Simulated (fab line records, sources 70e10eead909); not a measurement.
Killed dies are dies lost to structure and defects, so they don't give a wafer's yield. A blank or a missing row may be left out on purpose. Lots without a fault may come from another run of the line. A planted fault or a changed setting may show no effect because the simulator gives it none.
Which tool did it? | flow nand_harc | 12 lots, 36 wafers sampled, at 5 steps of a route of 1302

WHAT THE GAUGES READ, wafer by wafer
NHARC_END_SORT_01.
lot  | measured     | on        | killed_at_array | killed_at_other | killed_at_periphery | killed_dies | killed_open | killed_short
L210 | day 25 21:01 | prober-01 | 43 47 40        | 0 0 0           | 2 3 1               | 45 50 41    | 3 2 0       | 1 5 3
L211 | day 26 05:42 | prober-01 | 86 79 96        | 3 1 6           | 5 4 7               | 94 84 109   | 1 1 0       | 3 1 2
L214 | day 26 19:43 | prober-01 | 47 50 54        | 2 1 1           | 3 3 3               | 52 54 58    | 3 9 8       | 1 2 4
L215 | day 26 19:40 | prober-02 | 47 63 59        | 5 4 8           | 2 2 3               | 54 69 70    | 4 2 5       | 4 2 2
L216 | day 27 20:43 | prober-02 | 39 73 67        | 0 0 0           | 6 9 10              | 45 82 77    | 1 3 3       | 0 5 2
L217 | day 28 19:49 | prober-01 | 67 78 67        | 5 2 1           | 6 3 7               | 78 83 75    | 3 5 3       | 3 1 4
L218 | day 29 04:44 | prober-01 | 42 670 43       | 0 0 0           | 5 7 5               | 47 677 48   | 4 3 3       | 3 1 2
L222 | day 30 13:58 | prober-01 | 44 49 42        | 1 0 0           | 9 12 7              | 54 61 49    | 3 1 4       | 2 3 3
L225 | day 31 10:04 | prober-02 | 81 75 76        | 0 0 0           | 1 4 2               | 82 79 78    | 1 7 2       | 1 3 4
L227 | day 32 03:02 | prober-01 | 42 34 39        | 0 0 0           | 2 4 3               | 44 38 42    | 4 2 5       | 2 4 3
L229 | day 32 20:30 | prober-01 | 80 66 83        | 1 0 0           | 3 8 7               | 84 74 90    | 7 6 6       | 5 2 6
L230 | day 32 21:00 | prober-02 | 39 34 44        | 1 1 0           | 2 5 6               | 42 40 50    | 1 3 1       | 0 3 3

WHICH TOOL RAN EACH LOT (tool, then ch and the chambers of the sampled wafers, then the start)
lot  | NHARC_A_BLC_ETCH_18                           | NHARC_A_BLC_STRIP_29               | NHARC_A_BLC_DEGAS_30         | NHARC_A_BLC_ALD_23
L210 | rie_diel-04 ch 0,1,3, day 23 21:10 or earlier | rie_diel-07 ch 0,1,3, day 23 21:10 | pvd_sputter-01, day 23 21:41 | ald_metal-04 ch 0,1,2, day 23 21:55
L211 | rie_diel-04 ch 2,3, day 24 03:35 or earlier   | rie_diel-07 ch 1,2, day 24 03:35   | pvd_sputter-02, day 24 04:07 | ald_metal-01 ch 1,3, day 24 04:23
L214 | rie_diel-07 ch 1,2,3, day 25 01:52 or earlier | rie_diel-04 ch 0,2,3, day 25 01:52 | pvd_sputter-02, day 25 02:22 | ald_metal-03 ch 0,1,2, day 25 02:37
L215 | rie_diel-07 ch 0,1,3, day 25 04:43 or earlier | rie_diel-04 ch 1,2, day 25 04:43   | pvd_sputter-03, day 25 05:14 | ald_metal-01 ch 0,1,3, day 25 05:31
L216 | rie_diel-07 ch 0,1,2, day 26 01:55 or earlier | rie_diel-07 ch 0,1,3, day 26 01:55 | pvd_sputter-01, day 26 02:25 | ald_metal-01 ch 0,1,3, day 26 02:40
L217 | rie_diel-04 ch 1,3, day 27 00:32 or earlier   | rie_diel-07 ch 0,3, day 27 00:32   | pvd_sputter-03, day 27 01:03 | ald_metal-03 ch 1,2,3, day 27 01:31
L218 | rie_diel-07 ch 1,2,3, day 27 06:09 or earlier | rie_diel-04 ch 0,1,2, day 27 06:09 | pvd_sputter-01, day 27 06:40 | ald_metal-01 ch 0,1,3, day 27 06:55
L222 | rie_diel-07 ch 2,3, day 28 15:28 or earlier   | rie_diel-09 ch 1,3, day 28 15:28   | pvd_sputter-01, day 28 15:59 | ald_metal-04 ch 0,2, day 28 16:15
L225 | rie_diel-07 ch 0,2,3, day 29 15:53 or earlier | rie_diel-07 ch 2,3, day 29 15:53   | pvd_sputter-03, day 29 16:25 | ald_metal-04 ch 0,2,3, day 29 16:40
L227 | rie_diel-04 ch 0,1,2, day 30 07:46 or earlier | rie_diel-04 ch 1,2, day 30 07:46   | pvd_sputter-01, day 30 08:16 | ald_metal-03 ch 0,1,3, day 30 08:35
L229 | rie_diel-07 ch 1,2,3, day 30 22:22 or earlier | rie_diel-07 ch 1,2,3, day 30 22:22 | pvd_sputter-02, day 30 22:52 | ald_metal-03 ch 0,1,2, day 30 23:06
L230 | rie_diel-07 ch 0,1,3, day 30 23:59 or earlier | rie_diel-07 ch 1,2,3, day 30 23:59 | pvd_sputter-03, day 31 00:31 | ald_metal-01 ch 0,1,3, day 31 00:48
- NHARC_A_BLC_ETCH_18: etches the open film in C4F8/O2/Ar, target depth 910 nm.
- NHARC_A_BLC_STRIP_29: strips in CF4.
- NHARC_A_BLC_DEGAS_30: time 60 s.
- NHARC_A_BLC_ALD_23: deposits TiN, target thk 3 nm, pulse time 1 s, ald cycles 150.

WHAT THE TOOLS THEMSELVES READ (means of the sampled wafers that have a number; where no wafer has one, the mark that the record gives instead)
NHARC_A_BLC_ETCH_18.
lot  | tool        | oes_product_au (a.u.) | rf_vpp_V (V)
L210 | rie_diel-04 | 0.974                 | 982
L211 | rie_diel-04 | 0.967                 | 983
L214 | rie_diel-07 | 0.975                 | 977
L215 | rie_diel-07 | 0.913                 | 981
L216 | rie_diel-07 | 0.922                 | 979
L217 | rie_diel-04 | 0.940                 | 983
L218 | rie_diel-07 | 0.923                 | 977
L222 | rie_diel-07 | 0.954                 | 972
L225 | rie_diel-07 | 0.939                 | 979
L227 | rie_diel-04 | 0.934                 | 979
L229 | rie_diel-07 | 0.966                 | 976
L230 | rie_diel-07 | 0.961                 | 982

NHARC_A_BLC_STRIP_29.
lot  | tool        | drypump_motor_current_A (A) | oes_product_au (a.u.) | rf_vpp_V (V) | showerhead_plenum_p_Torr (Torr) | throttle_valve_pct (%)
L210 | rie_diel-07 | 6.2                         | 0.987                 | 59.2         | 1.81                            | 13.291
L211 | rie_diel-07 | 6.2                         | 1.008                 | 58.6         | 1.73                            | 13.285
L214 | rie_diel-04 | 6.3                         | 1.014                 | 59.6         | 1.82                            | 13.284
L215 | rie_diel-04 | 5.6                         | 1.013                 | 58.9         | 1.74                            | 13.282
L216 | rie_diel-07 | 6.2                         | 0.997                 | 60.0         | 1.81                            | 13.287
L217 | rie_diel-07 | 6.1                         | 0.988                 | 59.9         | 1.82                            | 13.292
L218 | rie_diel-04 | 6.0                         | 1.014                 | 58.5         | 1.77                            | 13.282
L222 | rie_diel-09 | 5.1                         | 1.009                 | 59.6         | 1.72                            | 13.283
L225 | rie_diel-07 | 6.0                         | 0.986                 | 58.6         | 1.75                            | 13.279
L227 | rie_diel-04 | 6.1                         | 1.005                 | 59.1         | 1.73                            | 13.279
L229 | rie_diel-07 | 6.1                         | 0.992                 | 58.6         | 1.74                            | 13.289
L230 | rie_diel-07 | 6.1                         | 0.994                 | 59.0         | 1.74                            | 13.283

NHARC_A_BLC_DEGAS_30.
lot  | tool           | heater_power_w (W)
L210 | pvd_sputter-01 | 467
L211 | pvd_sputter-02 | 464
L214 | pvd_sputter-02 | 466
L215 | pvd_sputter-03 | 496
L216 | pvd_sputter-01 | 471
L217 | pvd_sputter-03 | 593
L218 | pvd_sputter-01 | 468
L222 | pvd_sputter-01 | 479
L225 | pvd_sputter-03 | 515
L227 | pvd_sputter-01 | 494
L229 | pvd_sputter-02 | 468
L230 | pvd_sputter-03 | 497

NHARC_A_BLC_ALD_23.
lot  | tool         | heater_power_w (W) | precursor_pulse_height_rel
L210 | ald_metal-04 | 1032               | 0.992
L211 | ald_metal-01 | 997                | 1.011
L214 | ald_metal-03 | 1072               | 1.023
L215 | ald_metal-01 | 1143               | 0.987
L216 | ald_metal-01 | 1122               | 1.015
L217 | ald_metal-03 | 1030               | 0.994
L218 | ald_metal-01 | 1125               | 0.988
L222 | ald_metal-04 | 1052               | 1.024
L225 | ald_metal-04 | 1136               | 1.002
L227 | ald_metal-03 | 1040               | 1.003
L229 | ald_metal-03 | 1083               | 1.000
L230 | ald_metal-01 | 1148               | 0.981

THE ANSWER, worked out from the rows above alone
Rule: what is usual is taken from the lots themselves. Put in order of their means at a reading, lots are off if they are a third of the lots or fewer, leave a main group of 4 or more, and stand apart from it by a gap of 3 or more times the standard deviation of the main group's means; of several such gaps the widest counts. A main group whose means are all the same, to the digits that the tables above print for the reading, isn't used. A lot without any number at a reading at which 4 lots or more have one is off too. The other lots that the step has rows for count as sound. The gauges are gone through in route order, then the tools' own readings, and for those a lot's mean is taken as printed above. The first step at which some lot is off is used, and at that step the reading that is off furthest; a lot without a number counts as furthest.
Off: L218, at NHARC_END_SORT_01 (killed_at_array). The main group: mean 58, standard deviation 16.
A tool fits if, at a process step before that reading, it ran every lot that is off, and no sound lot after the first of them. The gauges at NHARC_END_SORT_01 are tried like those tools. NHARC_A_BLC_ETCH_18 gives no start for some lots, so the hours and the order of its lots are those of NHARC_A_BLC_STRIP_29. None of those tried fits.

WHAT THE SIMULATOR HAD PUT IN
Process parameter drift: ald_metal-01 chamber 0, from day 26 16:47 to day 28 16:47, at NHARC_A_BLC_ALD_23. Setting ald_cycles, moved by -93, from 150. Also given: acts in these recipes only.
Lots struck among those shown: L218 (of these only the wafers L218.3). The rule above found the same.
